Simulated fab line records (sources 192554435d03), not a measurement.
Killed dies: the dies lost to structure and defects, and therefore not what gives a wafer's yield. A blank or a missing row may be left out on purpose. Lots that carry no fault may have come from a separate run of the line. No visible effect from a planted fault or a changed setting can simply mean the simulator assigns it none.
The tool behind it: which one? || flow n5_finfet || 12 lots (34 wafers sampled), 1 step of a 1938-step route

## WHAT THE GAUGES READ, wafer by wafer
N5_FIN_SAQP_INSPECT_18: inspects for defects (brightfield). Usual: 427 for raw_defect_count, sd 120.
{"lot": "L253", "measured": "day 1 22:11", "on": "defect_inspect-02", "raw_defect_count": "340 329 466", "flag": ""}
{"lot": "L255", "measured": "day 2 10:46", "on": "defect_inspect-02", "raw_defect_count": "326 482 835", "flag": ""}
{"lot": "L256", "measured": "day 2 16:25", "on": "defect_inspect-01", "raw_defect_count": "475 485 414", "flag": ""}
{"lot": "L258", "measured": "day 3 05:09", "on": "defect_inspect-01", "raw_defect_count": "441 639 499", "flag": ""}
{"lot": "L259", "measured": "day 3 10:37", "on": "defect_inspect-01", "raw_defect_count": "214 269 271", "flag": ""}
{"lot": "L264", "measured": "day 4 16:25", "on": "defect_inspect-02", "raw_defect_count": "423 621", "flag": ""}
{"lot": "L265", "measured": "day 4 22:13", "on": "defect_inspect-02", "raw_defect_count": "505 734", "flag": ""}
{"lot": "L270", "measured": "day 6 04:19", "on": "defect_inspect-02", "raw_defect_count": "492 344 475", "flag": ""}
{"lot": "L271", "measured": "day 6 09:35", "on": "defect_inspect-01", "raw_defect_count": "433 354 427", "flag": ""}
{"lot": "L272", "measured": "day 6 15:52", "on": "defect_inspect-01", "raw_defect_count": "637 377 449", "flag": ""}
{"lot": "L273", "measured": "day 6 21:38", "on": "defect_inspect-02", "raw_defect_count": "594 567 541", "flag": ""}
{"lot": "L276", "measured": "day 7 16:01", "on": "defect_inspect-02", "raw_defect_count": "321 326 524", "flag": ""}

## TOOL THAT RAN EACH LOT (tool first, then ch and the chambers of the sampled wafers, then the start)
No process step before these readings appears in the record.

## AS READ BY THE TOOLS THEMSELVES (means over the sampled wafers that have a number; for cases with no such wafer, the mark the record gives instead)
The record holds no such reading with a usual standard deviation.

## THE ANSWER, worked out from the rows above alone
Rule: take the mean of a lot's wafers that have a number; if it is more than 3 standard deviations from the usual mean, the lot is off. A lot without any number at a reading at which 4 lots or more have one is off too. Any other lot the step has rows for is counted as sound. Order of review: gauges by route order, followed by the tools' own readings, for which a lot's mean as printed above is used. At the first step where some lot is off, the reading lying furthest off is the one used; lots without a number count as furthest.
None of the lots is off at any reading shown; this tells nothing.

## WHAT WAS PUT IN BY THE SIMULATOR
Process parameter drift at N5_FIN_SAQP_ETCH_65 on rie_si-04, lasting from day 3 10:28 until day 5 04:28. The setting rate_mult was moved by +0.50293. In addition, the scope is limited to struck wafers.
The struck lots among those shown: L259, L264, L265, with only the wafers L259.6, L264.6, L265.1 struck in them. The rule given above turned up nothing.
